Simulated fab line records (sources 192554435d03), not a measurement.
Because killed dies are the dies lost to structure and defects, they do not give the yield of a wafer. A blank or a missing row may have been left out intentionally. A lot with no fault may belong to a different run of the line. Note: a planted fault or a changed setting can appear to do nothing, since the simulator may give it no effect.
fab line records ; flow n5Finfet
record: lots: 6; wafers: 18; lastDay: 17
route steps=1938 shown BEOL_M5@1193 BEOL_M6@1194
lots that met no fault: from a run of the same line without faults
startH: hours from the record's first day to the start of the lot's first wafer shown ; waitH: hours elapsed since this lot's preceding step ; " unchanged from the row above ; L1.1+2: a single row standing in for several wafers ; - no value, or no start was given ; * or withheld: withheld ; < > ~ a bound
route shown NAME@n: a module of which the file shows steps, and the number in the route of the first ; usual: the fault-free wafers' mean and standard deviation ; same: alike in all rows ; chamber/n: place in a boat ; sites: readings site by site ; _std_site: standard deviation across them ; _edge_site: the outer-site mean with the inner-site mean subtracted ; radiusMm: for every site, how far away it sits from the centre of the wafer ; mask NAME#n: copy n ; behind: the most recent tool/chamber to have shaped the wafer ; hold: why the lot went on hold/how many hours it stayed there/how the hold came to an end ; device: transistor that didn't switch, given as n, p or np ; end of line: the route-end tests of the same wafers ; where a step has no rows: the recipe by itself ; killed: dies that structure and defects cost at the first sort, which is not the same as the wafer's yield ; map: a wafer's dies, x killed, . not, _ none there
set.NAME: setting as actually run; set.NAME@STEP: the setting as run at that earlier step ; model.NAME: the simulator's own value behind a step, which no gauge read
lots at some steps of the route; a table a step, a row a wafer
services: from which hour (startH, from the record's first day; less than 0 if before it) a tool's chamber was out of use, for how many hours, and why
== steps ==
step: N5_BEOL_M5_INSPECT_58
recipe: inspectInstrument: darkfield; mode: postDep
usual: rawDefectCount: 69/22
lot.wafer;tool;chamber;startH;waitH;rawDefectCount
L961.2;defectInspect-01;-;211.24;0.0;87
L961.3;defectInspect-01;-;211.24;0.0;32
L961.4;defectInspect-01;-;211.24;0.0;58
L973.2;defectInspect-01;-;281.29;0.0;48
L973.3;defectInspect-01;-;281.29;0.0;27
L973.4;defectInspect-01;-;281.29;0.0;54
L975.3;defectInspect-01;-;289.01;0.0;39
L975.5;defectInspect-01;-;289.01;0.0;36
L975.6;defectInspect-01;-;289.01;0.0;47
L979.1;defectInspect-02;-;315.49;0.0;102
L979.2;defectInspect-02;-;315.49;0.0;66
L979.3;defectInspect-02;-;315.49;0.0;68
L978.3;defectInspect-01;-;315.72;0.0;53
L978.5;defectInspect-01;-;315.72;0.0;56
L978.6;defectInspect-01;-;315.72;0.0;47
L980.3;defectInspect-01;-;319.82;0.0;63
L980.4;defectInspect-01;-;319.82;0.0;93
L980.5;defectInspect-01;-;319.82;0.0;93
step: N5_BEOL_M6_ILD_DEP_00
recipe: material: SiCOH_lowk; targetThkA: 1797.5; tempC: 300; precursor: DEMS/porogen; pressureTorr: 5; rfW: 500; timeS: 33.4
usual: heaterPowerW: 320/77; showerheadPlenumPTorr: 5.750/0.016; throttleValvePct: 14.1/0.67
lot.wafer;tool;chamber;startH;waitH;heaterPowerW;showerheadPlenumPTorr;throttleValvePct
L961.2;pecvd-03;1;211.28;0.0;264;5.762;15.0
L961.3;pecvd-03;0;211.28;0.0;307;5.773;14.2
L961.4;pecvd-03;1;211.28;0.0;275;5.759;14.9
L973.2;pecvd-02;2;281.33;0.0;291;5.733;13.3
L973.3;pecvd-02;0;281.33;0.0;412;5.745;13.7
L973.4;pecvd-02;0;281.33;0.0;423;5.764;13.7
L975.3;pecvd-04;0;289.05;0.0;268;5.737;14.6
L975.5;pecvd-04;0;289.05;0.0;276;5.723;14.5
L975.6;pecvd-04;1;289.05;0.0;295;5.757;13.7
L979.1;pecvd-02;1;315.52;0.0;226;5.760;14.8
L979.2;pecvd-02;2;315.52;0.0;289;5.718;13.8
L979.3;pecvd-02;1;315.52;0.0;234;5.742;14.7
L978.3;pecvd-02;0;315.75;0.0;488;5.749;13.5
L978.5;pecvd-02;0;315.75;0.0;472;5.758;13.8
L978.6;pecvd-02;2;315.75;0.0;284;5.742;13.7
L980.3;pecvd-02;2;319.86;0.0;277;5.754;13.6
L980.4;pecvd-02;0;319.86;0.0;470;5.748;13.8
L980.5;pecvd-02;2;319.86;0.0;278;5.732;14.2
step: N5_BEOL_M6_CURE_74
recipe: tempC: 385; timeS: 240; ambient: He/Ar; material: SiCOH_lowk
usual: lampPowerPct: 52.31/0.054; wafer_temp_C_max: 387.0/0.62
lot.wafer;tool;chamber;startH;waitH;lampPowerPct;wafer_temp_C_max
L961.2;uvCure-01;2;211.45;0.1;52.28;386.7
L961.3;uvCure-01;2;211.45;0.1;52.32;386.4
L961.4;uvCure-01;2;211.45;0.1;52.37;387.5
L973.2;uvCure-03;1;281.55;0.2;52.38;386.5
L973.3;uvCure-03;1;281.55;0.2;52.28;386.6
L973.4;uvCure-03;1;281.55;0.2;52.34;386.3
L975.3;uvCure-01;1;289.27;0.2;52.32;388.9
L975.5;uvCure-01;1;289.27;0.2;52.26;388.7
L975.6;uvCure-01;1;289.27;0.2;52.26;387.3
L979.1;uvCure-03;0;315.61;0.1;52.26;387.7
L979.2;uvCure-03;0;315.61;0.1;52.33;386.6
L979.3;uvCure-03;0;315.61;0.1;52.36;387.1
L978.3;uvCure-01;2;316.10;0.3;52.33;387.1
L978.5;uvCure-01;2;316.10;0.3;52.25;386.5
L978.6;uvCure-01;2;316.10;0.3;52.27;387.7
L980.3;uvCure-01;2;320.08;0.2;52.26;387.2
L980.4;uvCure-01;2;320.08;0.2;52.24;386.7
L980.5;uvCure-01;2;320.08;0.2;52.37;387.1
step: N5_BEOL_M6_THK_MEAS_01
recipe: reads: SiCOH_lowk_of_BEOL_M6_ILD_DEP_00
usual: M6_ILD_THK: 155.4/2
lot.wafer;tool;chamber;startH;waitH;M6_ILD_THK[nm]
L961.2;filmMetro-02;-;211.88;0.4;151.3
L961.3;filmMetro-02;-;211.88;0.4;157.4
L961.4;filmMetro-02;-;211.88;0.4;154.5
L973.2;filmMetro-01;-;282.40;0.7;155.5
L973.3;filmMetro-01;-;282.40;0.7;151.2
L973.4;filmMetro-01;-;282.40;0.7;155.7
L975.3;filmMetro-01;-;289.62;0.3;153.2
L975.5;filmMetro-01;-;289.62;0.3;153.8
L975.6;filmMetro-01;-;289.62;0.3;157.4
L979.1;filmMetro-02;-;316.12;0.4;155.8
L979.2;filmMetro-02;-;316.12;0.4;154.8
L979.3;filmMetro-02;-;316.12;0.4;158.1
L978.3;filmMetro-02;-;316.45;0.3;153.2
L978.5;filmMetro-02;-;316.45;0.3;158.6
L978.6;filmMetro-02;-;316.45;0.3;159.0
L980.3;filmMetro-02;-;320.44;0.3;153.6
L980.4;filmMetro-02;-;320.44;0.3;156.2
L980.5;filmMetro-02;-;320.44;0.3;156.8
step: N5_BEOL_M6_PECVD_70
recipe: material: SiO2; targetThkA: 200; tempC: 400; precursor: TEOS/O2; pressureTorr: 5.5; rfW: 450; teosFlowSccm: 53.8; gas: O2; flowSccm: 3000; timeS: 22.7
usual: heaterPowerW: 723/120; showerheadPlenumPTorr: 8.82/0.066; throttleValvePct: 22.5/1.2
lot.wafer;tool;chamber;startH;waitH;heaterPowerW;showerheadPlenumPTorr;throttleValvePct
L961.2;pecvd-02;2;211.92;0.0;657;8.78;21.8
L961.3;pecvd-02;1;211.92;0.0;626;8.80;23.9
L961.4;pecvd-02;2;211.92;0.0;647;8.78;21.6
L973.2;pecvd-02;0;282.44;0.0;968;8.83;22.1
L973.3;pecvd-02;2;282.44;0.0;582;8.78;21.8
L973.4;pecvd-02;2;282.44;0.0;589;8.77;22.0
L975.3;pecvd-03;2;289.66;0.0;753;8.75;20.8
L975.5;pecvd-03;1;289.66;0.0;714;8.87;24.0
L975.6;pecvd-03;0;289.66;0.0;827;8.90;23.4
L979.1;pecvd-03;2;316.16;0.0;732;8.76;20.9
L979.2;pecvd-03;1;316.16;0.0;704;8.92;24.1
L979.3;pecvd-03;0;316.16;0.0;803;8.93;23.6
L978.3;pecvd-04;1;316.49;0.0;829;8.90;21.8
L978.5;pecvd-04;0;316.49;0.0;625;8.75;23.9
L978.6;pecvd-04;1;316.49;0.0;851;8.87;21.7
L980.3;pecvd-03;2;320.47;0.0;617;8.75;20.8
L980.4;pecvd-03;0;320.47;0.0;853;8.94;23.5
L980.5;pecvd-03;1;320.47;0.0;678;8.91;24.0
step: N5_BEOL_M6_HM_DEP_02
recipe: material: TiN; targetThkA: 200; tempC: 25; chamberPressurePa: 0.49996
usual: chamberPressurePa: 0.4998/0.00097; throttleValvePct: 30.1/1.2
lot.wafer;tool;chamber;startH;waitH;chamberPressurePa;throttleValvePct
L961.2;pvdSputter-02;-;211.98;0.0;0.5005;31.0
L961.3;pvdSputter-02;-;211.98;0.0;0.4987;30.9
L961.4;pvdSputter-02;-;211.98;0.0;0.4997;30.9
L973.2;pvdSputter-02;-;282.52;0.1;0.4988;30.8
L973.3;pvdSputter-02;-;282.52;0.1;0.4991;30.9
L973.4;pvdSputter-02;-;282.52;0.1;0.4994;31.0
L975.3;pvdSputter-02;-;291.68;2.0;0.4978;30.7
L975.5;pvdSputter-02;-;291.68;2.0;0.4991;31.0
L975.6;pvdSputter-02;-;291.68;2.0;0.5000;30.7
L979.1;pvdSputter-01;-;317.57;1.4;0.5002;31.9
L979.2;pvdSputter-01;-;317.57;1.4;0.4992;30.5
L979.3;pvdSputter-01;-;317.57;1.4;0.4989;29.0
L978.3;pvdSputter-01;-;317.67;1.2;0.4991;27.9
L978.5;pvdSputter-01;-;317.67;1.2;0.4984;28.0
L978.6;pvdSputter-01;-;317.67;1.2;0.5014;30.2
L980.3;pvdSputter-02;-;321.68;1.2;0.4998;31.1
L980.4;pvdSputter-02;-;321.68;1.2;0.5004;30.6
L980.5;pvdSputter-02;-;321.68;1.2;0.5004;31.0
step: N5_BEOL_M6_COAT_59
recipe: resist: SOC; tempC: 250; timeS: 60; spinRpm: 1500; resistThkNm: 100
step: N5_BEOL_M6_COAT_60
recipe: resist: SiARC; tempC: 220; timeS: 60; spinRpm: 1500; resistThkNm: 35
step: N5_BEOL_M6_COAT_05
recipe: resist: CAR-ArF; spinRpm: 1500; resistThkNm: 90
step: N5_BEOL_M6_EBR_07
recipe: solvent: PGMEA; ebrWidthMm: 1.5
step: N5_BEOL_M6_SOFTBAKE_06
recipe: tempC: 110; timeS: 60; resist: CAR-ArF
step: N5_BEOL_M6_EXPOSE_08
recipe: maskId: M6; na: 1.35; sourceShape: dipole; sigmaInner: 0.817; sigmaOuter: 0.97; polarization: te; doseMj: 68.25
step: N5_BEOL_M6_PEB_09
recipe: pebTempC: withheld; pebTimeS: 60; resist: CAR-ArF
usual: chillPlateTempC: 22.99/0.095; exhaustPa: 44.9/0.9
lot.wafer;tool;chamber;startH;waitH;chillPlateTempC;exhaustPa
L961.2;lithoTrack-01;0;212.41;0.0;22.99;44.7
L961.3;lithoTrack-01;0;212.41;0.0;22.87;44.2
L961.4;lithoTrack-01;0;212.41;0.0;22.98;43.6
L973.2;lithoTrack-04;-;282.95;0.0;-;-
L973.3;lithoTrack-04;-;282.95;0.0;-;-
L973.4;lithoTrack-04;-;282.95;0.0;-;-
L975.3;lithoTrack-01;-;292.11;0.0;-;-
L975.5;lithoTrack-01;-;292.11;0.0;-;-
L975.6;lithoTrack-01;-;292.11;0.0;-;-
L979.1;lithoTrack-01;0;317.87;0.1;23.03;45.1
L979.2;lithoTrack-01;0;317.87;0.1;22.95;45.2
L979.3;lithoTrack-01;0;317.87;0.1;22.77;44.4
L978.3;lithoTrack-01;0;318.10;0.0;23.09;45.0
L978.5;lithoTrack-01;0;318.10;0.0;22.93;46.3
L978.6;lithoTrack-01;0;318.10;0.0;22.85;45.8
L980.3;lithoTrack-04;0;322.12;0.0;22.76;45.6
L980.4;lithoTrack-04;0;322.12;0.0;22.92;45.0
L980.5;lithoTrack-04;0;322.12;0.0;22.88;45.9
step: N5_BEOL_M6_DEVELOP_10
recipe: developTimeS: 30; developer: TMAH; resist: CAR-ArF; rinseLiquid: diw; dry: airSpin; devTempC: 23
== services ==
tool;chamber;startH;hours;kind
pecvd-02;1;189.86;2.9;repair
pecvd-03;2;202.38;-;clean
pecvd-03;2;202.38;-;consumableReplace:showerhead
pecvd-03;2;202.38;29.0;scheduledDown
pecvd-03;2;202.38;29.0;ventCycle
uvCure-03;-;219.58;1.7;repair
pecvd-03;0;222.11;2.1;scheduledDown
uvCure-01;-;230.22;6.0;pm
pecvd-04;1;239.86;2.1;scheduledDown
pecvd-02;2;249.49;2.1;scheduledDown
pecvd-04;0;258.81;5.5;scheduledDown
lithoTrack-04;-;274.28;-;consumableReplace:filter
pecvd-03;0;275.91;7.4;repair
pecvd-04;-;278.25;1.6;repair
pecvd-03;0;294.35;16.5;scheduledDown
pecvd-03;1;301.75;6.2;repair
pecvd-02;-;308.21;5.5;pm
== key ==
firstSign: step: N5_BEOL_M6_PEB_09; reading: toolRecord; direction: missing
effect none on later readings
metAt N5_BEOL_M6_PEB_09
struckWafers L973.2,L973.3,L973.4,L975.3,L975.5,L975.6
laterRowsLeftOut L973.2,L973.3,L973.4,L975.3,L975.5,L975.6
sortLeftOut L973.2,L973.3,L973.4,L975.3,L975.5,L975.6
onsetBetween 212.41 282.95
fault: kind: skippedStepWhole; tool: lithoTrack-01,lithoTrack-04; chamber: -; onsetH: 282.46; steps: N5_BEOL_M6_PEB_09; scope: struckLotsOnly
sortLeftOut: the simulated sort isn't trusted on such a fault, so these wafers' sort isn't shown, and their yield isn't known
laterRowsLeftOut: the simulator's readings of these wafers behind a module that went badly wrong aren't trusted and aren't shown, but for the sort
